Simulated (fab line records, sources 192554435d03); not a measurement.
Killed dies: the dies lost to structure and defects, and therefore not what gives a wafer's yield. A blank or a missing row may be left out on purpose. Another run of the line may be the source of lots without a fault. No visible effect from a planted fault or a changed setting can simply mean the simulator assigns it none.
Which tool was responsible?    flow n5-finfet    24 wafers from 8 lots sampled at 5 of the route's 1938 steps

== WHAT THE GAUGES SHOWED, per wafer ==
N5_GATE_CUT_THK_MEAS_24.
lot   measured      on             GC_FILL_THK (nm)
L698  day 5 04:52   film-metro-02  215.7 220.2 219.5
L700  day 5 13:38   film-metro-02  236.7 218.2 223.3
L702  day 6 04:16   film-metro-01  236.3 221.6 239.3
L708  day 7 14:05   film-metro-01  215.3 217.5 219.8
L709  day 7 20:03   film-metro-02  219.4 220.2 219.8
L710  day 8 01:17   film-metro-01  220.1 220.4 223.2
L714  day 9 15:53   film-metro-01  219.8 217.7 220.7
L719  day 10 10:04  film-metro-02  218.1 223.0 221.7

== WHICH TOOL RAN EACH LOT (tool, then ch and the chambers of the sampled wafers, then the start) ==
lot   N5_GATE_CUT_HM_DEP_46           N5_GATE_CUT_ETCH_37                N5_GATE_CUT_HM_OPEN_40             N5_GATE_CUT_STRIP_21
L698  pecvd-04 ch 0,1, day 5 00:47    rie-diel-06 ch 0,1, day 5 01:19    rie-diel-06 ch 0,1, day 5 01:24    plasma-asher-02 ch 0,1, day 5 01:55
L700  pecvd-04 ch 0,1,2, day 5 10:33  rie-diel-01 ch 0,1,2, day 5 11:05  rie-diel-01 ch 0,1,2, day 5 11:10  plasma-asher-02 ch 0,1, day 5 11:41
L702  pecvd-04 ch 1,2, day 6 01:11    rie-diel-01 ch 0,2, day 6 01:43    rie-diel-01 ch 0,2, day 6 01:48    plasma-asher-02 ch 0,1, day 6 02:19
L708  pecvd-01 ch 0,1, day 7 10:44    rie-diel-03 ch 0,1,3, day 7 11:18  rie-diel-03 ch 0,1,3, day 7 11:23  plasma-asher-01 ch 0,1, day 7 12:08
L709  pecvd-01 ch 0,1,2, day 7 16:42  rie-diel-06 ch 2,3, day 7 17:14    rie-diel-06 ch 2,3, day 7 17:19    plasma-asher-02 ch 0,1, day 7 18:08
L710  pecvd-02 ch 1,2, day 7 21:40    rie-diel-06 ch 0,1,3, day 7 22:45  rie-diel-06 ch 0,1,3, day 7 22:50  plasma-asher-02 ch 0,1, day 7 23:21
L714  pecvd-04 ch 0,1, day 9 12:35    rie-diel-01 ch 0,1,2, day 9 13:17  rie-diel-01 ch 0,1,2, day 9 13:22  plasma-asher-01 ch 0,1, day 9 13:57
L719  pecvd-04 ch 0,1, day 10 06:58   rie-diel-03 ch 1,3, day 10 07:32   rie-diel-03 ch 1,3, day 10 07:37   plasma-asher-01 ch 0, day 10 08:08
- N5_GATE_CUT_HM_DEP_46: deposits SiO2 from TEOS/O2, target thk 130 nm, time 26.6 s.
- N5_GATE_CUT_ETCH_37: etches SOC in N2/H2, target depth 60 nm, overetch 12 nm, time 90 s.
- N5_GATE_CUT_HM_OPEN_40: chemistry C4F6/O2, target SiO2, target depth 139 nm, time 85.1 s.
- N5_GATE_CUT_STRIP_21: strips in N2/H2, time 30 s.

== THE ANSWER, worked out from the rows above alone ==
Rule: usual is defined by the lots themselves. The widest of any qualifying gaps counts: lots, ordered by their means at a reading, are off when they make up no more than a third of the lots, leave a main group of 4 or more, and stand apart from it by 3 or more times the standard deviation of that group's means. A main group is skipped when, at the precision printed for the reading in the tables above, its means are all equal. Also off: a lot with no number at a reading for which 4 or more lots have one. The other lots that the step has rows for count as sound.
Off: at N5_GATE_CUT_THK_MEAS_24 (GC_FILL_THK), L700, L702. For the main group the mean is 219.6 nm and the standard deviation 1.3.
If a tool, at a process step before that reading, ran all the lots that are off and no sound lot after the first of them, it fits. Those tools and the gauges at N5_GATE_CUT_THK_MEAS_24 are tried in the same way. Not one of the candidates tried fits.

== WHAT WAS PUT IN BY THE SIMULATOR ==
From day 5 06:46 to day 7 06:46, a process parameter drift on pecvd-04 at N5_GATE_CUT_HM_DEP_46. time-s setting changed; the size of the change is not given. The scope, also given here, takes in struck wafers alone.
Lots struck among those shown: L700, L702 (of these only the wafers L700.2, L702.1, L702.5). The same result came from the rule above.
